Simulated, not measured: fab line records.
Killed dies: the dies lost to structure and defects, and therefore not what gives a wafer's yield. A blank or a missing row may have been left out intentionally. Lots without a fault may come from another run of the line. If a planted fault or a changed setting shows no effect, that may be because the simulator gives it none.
Matching of chambers ; flow n5-finfet ; N5_BEOL_M11_ILD_DEP_00 on pecvd-04: 3 sister chambers
The step deposits SiCOH lowk from DEMS/porogen, target thk 308.51 nm, time 58 s. 18 wafers are shown with their chamber, then 9 later ones without.

== EACH WAFER AND ITS CHAMBER ==
wafer;chamber;throttle-valve-pct (%);showerhead-vpp-V (V);showerhead-plenum-p-Torr (Torr)
L074.1;2;12.8;1368;5.717
L074.4;1;14.5;1294;5.722
L074.5;0;13.8;1444;5.736
L077.2;1;14.6;1294;5.732
L077.3;2;12.9;1373;5.721
L077.5;2;12.9;1392;5.721
L080.2;1;14.5;1322;5.748
L080.3;0;13.8;1445;5.748
L080.4;1;14.2;1306;5.741
L082.1;1;14.5;1329;5.756
L082.5;2;13.0;1379;5.730
L082.6;0;13.8;1418;5.746
L086.1;0;13.7;1431;5.762
L086.5;1;14.4;1299;5.748
L086.6;2;13.1;1358;5.722
L087.2;2;13.0;1343;5.721
L087.4;0;13.8;1425;5.746
L087.6;2;13.1;1374;5.707

SIGNATURES, as means of the wafers listed above
reading;chamber 0;chamber 1;chamber 2;scatter within a chamber
throttle-valve-pct;13.780;14.450;12.971;0.109
showerhead-vpp-V;1432.60;1307.33;1369.57;14.5
showerhead-plenum-p-Torr;5.74760;5.74117;5.71986;0.00965
Rule: for each reading, subtract the chamber's mean from the wafer's reading, divide by that reading's scatter and square the result; add these up over the readings and take the root, which gives the wafer's distance from the chamber. If the next closest chamber is less than 2 further off than the closest, the wafer can't be placed; otherwise it belongs to the closest. How the scatter is found: for the shown wafers, subtract from each reading the mean of its chamber, square and add these, divide the total by (wafers less chambers), then take the root.

== WAFERS WITH NO CHAMBER GIVEN ==
wafer;throttle-valve-pct (%);showerhead-vpp-V (V);showerhead-plenum-p-Torr (Torr)
L091.2;13.7;1426;5.766
L091.3;14.4;1308;5.727
L091.5;13.2;1360;5.711
L092.2;13.1;1356;5.717
L092.4;14.6;1287;5.751
L092.6;13.7;1401;5.734
L094.2;13.0;1350;5.717
L094.3;14.4;1311;5.757
L094.4;12.8;1385;5.711

== CHAMBER TAKEN BY EACH ==
wafer;from the rows above;in truth
L091.2;0;0
L091.3;1;1
L091.5;2;2
L092.2;2;2
L092.4;1;1
L092.6;0;0
L094.2;2;2
L094.3;1;1
L094.4;2;2
9 of 9 placed correctly. Left unplaced by these rows: 0. Number placed wrongly: 0.
